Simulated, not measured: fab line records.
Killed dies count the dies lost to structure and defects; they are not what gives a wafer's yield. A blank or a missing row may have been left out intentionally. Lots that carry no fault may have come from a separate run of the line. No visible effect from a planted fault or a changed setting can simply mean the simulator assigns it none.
Chamber matching	flow nand_harc	4 sister chambers for NHARC_A_ZERO_WELL_ETCH_13 on rie_si-05
The step etches the open film in HBr/Cl2, target depth 120 nm, time 40.1 s. 4 wafers are shown with their chamber, then 7 later ones without.

## WAFERS WITH THEIR CHAMBER
wafer	chamber	drypump_motor_current_A (A)
L685.1	0	5.4
L685.2	3	5.2
L685.5	2	5.7
L687.5	1	5.1

## WAFERS MISSING THEIR CHAMBER
wafer	drypump_motor_current_A (A)
L687.6	5.4
L696.1	5.3
L696.2	5.4
L696.4	5.1
L698.1	5.3
L698.2	5.7
L698.4	5.1

## WHICH CHAMBER EACH WENT THROUGH
wafer	from the rows above	in truth
L687.6	0	0
L696.1	can't be placed: 3 or 0 or 1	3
L696.2	0	0
L696.4	can't be placed: 1 or 3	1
L698.1	can't be placed: 3 or 0 or 1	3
L698.2	2	2
L698.4	can't be placed: 1 or 3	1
Correct placement for 3 of the 7. From these rows, 4 cannot be placed; in 4 the true chamber is one of the candidates. Wrongly placed: 0.
How it was worked out, from the rows above alone: a wafer's distance from a chamber is the root of the sum, over the readings, of the square of ((its reading less the chamber's mean) divided by the reading's scatter). The wafer belongs to the nearest chamber; if the next one is less than 2 further off, it can't be placed. The mean given for a chamber averages the wafers shown for that chamber. The scatter: root of mean squared gap, hidden wafer to nearest shown wafer, with one shown wafer a chamber.
